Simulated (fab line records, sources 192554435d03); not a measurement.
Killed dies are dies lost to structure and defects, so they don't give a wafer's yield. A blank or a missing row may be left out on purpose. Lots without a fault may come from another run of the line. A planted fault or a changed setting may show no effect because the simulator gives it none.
Chamber matching | flow n5_finfet | N5_BEOL_M11_ETCH_65 on rie_diel-06: 4 sister chambers
The step etches SiARC in CF4, target depth 39 nm, time 65 s. 4 wafers are shown with their chamber, then 10 later ones without.

WAFERS WITH THEIR CHAMBER
wafer  | chamber | showerhead_plenum_p_Torr (Torr)
L082.3 | 2       | 2.09
L085.6 | 1       | 2.25
L093.1 | 3       | 1.97
L093.4 | 0       | 2.03

WAFERS WITHOUT THEIR CHAMBER
wafer  | showerhead_plenum_p_Torr (Torr)
L093.6 | 2.24
L094.1 | 1.97
L094.2 | 2.24
L094.3 | 2.02
L095.3 | 2.24
L095.5 | 2.24
L095.6 | 2.02
L097.2 | 1.97
L097.4 | 1.97
L097.5 | 2.02

WHICH CHAMBER EACH WENT THROUGH
wafer  | from the rows above | in truth
L093.6 | 1                   | 1
L094.1 | 3                   | 3
L094.2 | 1                   | 1
L094.3 | 0                   | 0
L095.3 | 1                   | 1
L095.5 | 1                   | 1
L095.6 | 0                   | 0
L097.2 | 3                   | 3
L097.4 | 3                   | 3
L097.5 | 0                   | 0
Placed correctly: 10 of 10. Can't be placed from these rows: 0. Placed wrongly: 0.
How it was worked out, from the rows above alone: a wafer's distance from a chamber is the root of the sum, over the readings, of the square of ((its reading less the chamber's mean) divided by the reading's scatter). The wafer belongs to the nearest chamber; if the next one is less than 2 further off, it can't be placed. A chamber's mean is the mean of its shown wafers. The scatter: with one shown wafer a chamber, the root of the mean of the squares of how far each hidden wafer lies from its nearest shown one.
